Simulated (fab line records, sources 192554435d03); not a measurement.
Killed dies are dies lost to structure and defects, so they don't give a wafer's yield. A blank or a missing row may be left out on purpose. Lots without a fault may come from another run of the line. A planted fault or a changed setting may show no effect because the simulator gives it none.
Chamber matching | flow n5_finfet | N5_BEOL_M4_CO_CAP_55 on cvd_co-02: 3 sister chambers
The step material Co, precursor CCTBA/H2, target thk 2 nm, time 102.1 s. 6 wafers are shown with their chamber, then 6 later ones without.

WAFERS WITH THEIR CHAMBER
wafer  | chamber | heater_power_w (W)
L403.1 | 2       | 248
L403.2 | 0       | 225
L403.5 | 1       | 253
L411.1 | 2       | 249
L411.2 | 0       | 224
L411.6 | 1       | 260

WAFERS WITHOUT THEIR CHAMBER
wafer  | heater_power_w (W)
L416.2 | 216
L416.3 | 252
L416.6 | 244
L417.1 | 259
L417.3 | 227
L417.6 | 254

WHICH CHAMBER EACH WENT THROUGH
wafer  | from the rows above     | in truth
L416.2 | 0                       | 0
L416.3 | can't be placed: 2 or 1 | 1
L416.6 | 2                       | 2
L417.1 | 1                       | 1
L417.3 | 0                       | 0
L417.6 | can't be placed: 1 or 2 | 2
Placed correctly: 4 of 6. Can't be placed from these rows: 2 (the true chamber is among the candidates in 2). Placed wrongly: 0.
How it was worked out, from the rows above alone: a wafer's distance from a chamber is the root of the sum, over the readings, of the square of ((its reading less the chamber's mean) divided by the reading's scatter). The wafer belongs to the nearest chamber; if the next one is less than 2 further off, it can't be placed. A chamber's mean is the mean of its shown wafers. The scatter: the root of (the sum of the squares of (reading less its chamber's mean) over the shown wafers, divided by (wafers less chambers)).
